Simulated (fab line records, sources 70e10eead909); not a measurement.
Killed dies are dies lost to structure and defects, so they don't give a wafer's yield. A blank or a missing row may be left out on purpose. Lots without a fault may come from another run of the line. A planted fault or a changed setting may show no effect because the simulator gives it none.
Which tool did it? | flow nand_harc | 11 lots, 33 wafers sampled, at 4 steps of a route of 1159

WHAT THE GAUGES READ, wafer by wafer
NHARC_A_BONDPAD_CD_MEAS_09: target cd 500 nm.
lot  | measured     | on        | cd_nm (nm)
L434 | day 18 08:58 | cd_sem-03 | 499.8 499.4 498.7
L435 | day 18 10:02 | cd_sem-01 | 498.2 498.6 499.8
L438 | day 18 21:29 | cd_sem-03 | 500.4 500.6 500.4
L441 | day 19 12:35 | cd_sem-01 | 499.3 500.5 500.0
L442 | day 20 09:35 | cd_sem-01 | 489.4 487.7 488.7 490.0 488.0 488.8
L444 | day 20 13:51 | cd_sem-01 | 491.1 491.7 491.8 490.7 491.3 491.9
L448 | day 21 05:01 | cd_sem-03 | 491.8 489.9 491.0 492.1 490.4 491.3
L452 | day 22 14:44 | cd_sem-03 | 501.2 501.3 499.4
L453 | day 23 02:41 | cd_sem-03 | 500.0 499.1 500.7
L456 | day 23 03:50 | cd_sem-02 | 498.8 497.8 500.6
L457 | day 23 12:20 | cd_sem-01 | 497.9 499.0 499.3

WHICH TOOL RAN EACH LOT (tool, then ch and the chambers of the sampled wafers, then the start)
lot  | NHARC_A_M1_ETCH_28                            | NHARC_A_M1_PVD_20                       | NHARC_A_BONDPAD_EXPOSE_06
L434 | rie_diel-02 ch 0,1,2, day 18 08:49 or earlier | pvd_sputter-03, day 18 08:49 or earlier | krf_scanner-03 ch 0, day 18 08:49
L435 | rie_diel-02 ch 2,3, day 18 09:52 or earlier   | pvd_sputter-01, day 18 09:52 or earlier | krf_scanner-02 ch 0, day 18 09:52
L438 | rie_diel-10 ch 0,2,3, day 18 21:20 or earlier | pvd_sputter-03, day 18 21:20 or earlier | krf_scanner-03 ch 0, day 18 21:20
L441 | rie_diel-10 ch 1,2, day 19 12:26 or earlier   | pvd_sputter-02, day 19 12:26 or earlier | krf_scanner-04 ch 0, day 19 12:26
L442 | rie_diel-02 ch 1,2,3, day 20 09:27 or earlier | pvd_sputter-02, day 20 09:27 or earlier | krf_scanner-03 ch 0, day 20 09:27
L444 | rie_diel-10 ch 0,1, day 20 13:42 or earlier   | pvd_sputter-01, day 20 13:42 or earlier | krf_scanner-03 ch 0, day 20 13:42
L448 | rie_diel-02 ch 0,2,3, day 21 04:52 or earlier | pvd_sputter-03, day 21 04:52 or earlier | krf_scanner-03 ch 0, day 21 04:52
L452 | rie_diel-10 ch 0,1,3, day 22 14:35 or earlier | pvd_sputter-03, day 22 14:35 or earlier | krf_scanner-02 ch 0, day 22 14:35
L453 | rie_diel-10 ch 0,1,2, day 23 02:32 or earlier | pvd_sputter-01, day 23 02:32 or earlier | krf_scanner-04 ch 0, day 23 02:32
L456 | rie_diel-02 ch 1,3, day 23 03:41 or earlier   | pvd_sputter-01, day 23 03:41 or earlier | krf_scanner-04 ch 0, day 23 03:41
L457 | rie_diel-05 ch 0,1,3, day 23 12:11 or earlier | pvd_sputter-02, day 23 12:11 or earlier | krf_scanner-04 ch 0, day 23 12:11
- NHARC_A_M1_ETCH_28: etches the open film in CF4/N2, target depth 30 nm, time 72.99 s.
- NHARC_A_M1_PVD_20: deposits TaN, target thk 5 nm, time 8.06 s.
- NHARC_A_BONDPAD_EXPOSE_06: exposes mask A BPAD.

THE ANSWER, worked out from the rows above alone
Rule: what is usual is taken from the lots themselves. Put in order of their means at a reading, lots are off if they are a third of the lots or fewer, leave a main group of 4 or more, and stand apart from it by a gap of 3 or more times the standard deviation of the main group's means; of several such gaps the widest counts. A main group whose means are all the same, to the digits that the tables above print for the reading, isn't used. A lot without any number at a reading at which 4 lots or more have one is off too. The other lots that the step has rows for count as sound.
Off: L442, L444, L448, at NHARC_A_BONDPAD_CD_MEAS_09 (cd_nm). The main group: mean 499.6 nm, standard deviation 0.68.
A tool fits if, at a process step before that reading, it ran every lot that is off, and no sound lot after the first of them. The gauges at NHARC_A_BONDPAD_CD_MEAS_09 are tried like those tools. NHARC_A_M1_ETCH_28 gives no start for some lots, so the hours and the order of its lots are those of NHARC_A_BONDPAD_EXPOSE_06. NHARC_A_M1_PVD_20 gives no start for some lots, so the hours and the order of its lots are those of NHARC_A_BONDPAD_EXPOSE_06. One fits: krf_scanner-03 at NHARC_A_BONDPAD_EXPOSE_06. Its last sound lot is L438 (day 18 21:20), its first lot that is off L442 (day 20 09:27): a fault that began between those two fits.

WHAT THE SIMULATOR HAD PUT IN
Process parameter drift: krf_scanner-03, from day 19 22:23 on, at NHARC_A_BONDPAD_EXPOSE_06. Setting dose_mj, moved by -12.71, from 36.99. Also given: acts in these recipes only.
Lots struck among those shown: L442, L444, L448. The rule above found the same.
